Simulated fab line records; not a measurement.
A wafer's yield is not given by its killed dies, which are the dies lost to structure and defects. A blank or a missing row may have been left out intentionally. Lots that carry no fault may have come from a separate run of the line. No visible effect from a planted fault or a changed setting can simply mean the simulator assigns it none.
Comparing a struck lot with a sound one / flow n5_finfet / 13 out of 1938 route steps
Sound: the wafers L804.2, L804.3, L804.4. Wafers L801.1, L801.3, L801.4 were the ones struck. At the end, the cause is stated.
Each step with rows lists, per side, the tool, then ch with its chambers, then its first start. Under that, the readings that differ: sound wafers / struck wafers / difference of the means / sigmas: that difference in standard deviations of wafers without a fault.
alike: same words and numbers on both sides, and readings whose means sit less than 2 such deviations apart. not compared: any withheld reading, any reading some wafer has no value for, any bound like >300 that may hide the same value, and any number with overlapping values for which the record gives no deviation.
The two part at a step that has a row with sigmas, a row that says differs or no value, or rows on one side only. Numbers that don't overlap but have no deviation are shown without sigmas and don't part them. Lack of a reading on every wafer of one side parts them only where that side has two or more wafers.

first, 1 step without rows for these wafers: N5_GATE_CUT_SRD_32 (time 30 s).
N5_GATE_CUT_SAC_CAP_01: material SiNx, target thk 24 nm, pulse time 1 s, ald cycles 480.
  sound on ald_sin-02 ch 0,2,3, day 7 11:56; struck on ald_sin-01 ch 1,2,3, day 6 18:44
  alike: heater_power_w, precursor_pulse_height_rel
N5_GATE_CUT_PECVD_57: deposits SiNx from SiH4/NH3/N2, target thk 21 nm.
  sound on pecvd-01 ch 0,2, day 7 14:08; struck on pecvd-02 ch 0,1, day 6 20:55
  alike: heater_power_w, showerhead_plenum_p_Torr, throttle_valve_pct
N5_GATE_CUT_CMP_02: polishes, stops on SiO2, t overpolish 12.7 s, target thk 0 nm.
  sound on cmp-03 ch 0,1,3, day 7 14:13; struck on cmp-04 ch 1,2,3, day 6 21:02
  alike: head_pressure_psi, motor_current_A, overpolish_run_s, time_to_endpoint_s
N5_GATE_CUT_HM_DEP_46: deposits SiO2 from TEOS/O2, target thk 130 nm, time 26.6 s.
  sound on pecvd-03 ch 0,1, day 7 14:33; struck on pecvd-01 ch 1,2, day 6 21:20
  alike: heater_power_w, showerhead_plenum_p_Torr, throttle_valve_pct
then, 6 steps without rows for these wafers: N5_GATE_CUT_COAT_34 (time 60 s, resist thk 60 nm); N5_GATE_CUT_COAT_35 (time 60 s, resist thk 10 nm); N5_GATE_CUT_COAT_27 (time 60 s, resist thk 10 nm); N5_GATE_CUT_COAT_07 (resist thk 30 nm); N5_GATE_CUT_EBR_09; N5_GATE_CUT_SOFTBAKE_08 (time 60 s).
N5_GATE_CUT_EXPOSE_10: exposes mask GATE CUT, target cd 20 nm.
  struck on euv_scanner-02, day 6 21:32; sound on euv_scanner-01 ch 0, day 7 14:46
  no value came back on the struck wafers for exposure_dose_mJ_cm2, focus_offset_nm (nm); on the sound wafers exposure_dose_mJ_cm2 reads 43.30 43.25 43.33
  alike: mask
then, 1 step without rows for these wafers: N5_GATE_CUT_PEB_11 (peb time 60 s).

WHERE THEY PART
At N5_GATE_CUT_EXPOSE_10 and nowhere else, as far as this record goes.

WHY: the cause the simulator had injected
Beginning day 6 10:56, the whole step at N5_GATE_CUT_EXPOSE_10 was skipped on euv_scanner-02. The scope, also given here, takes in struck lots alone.
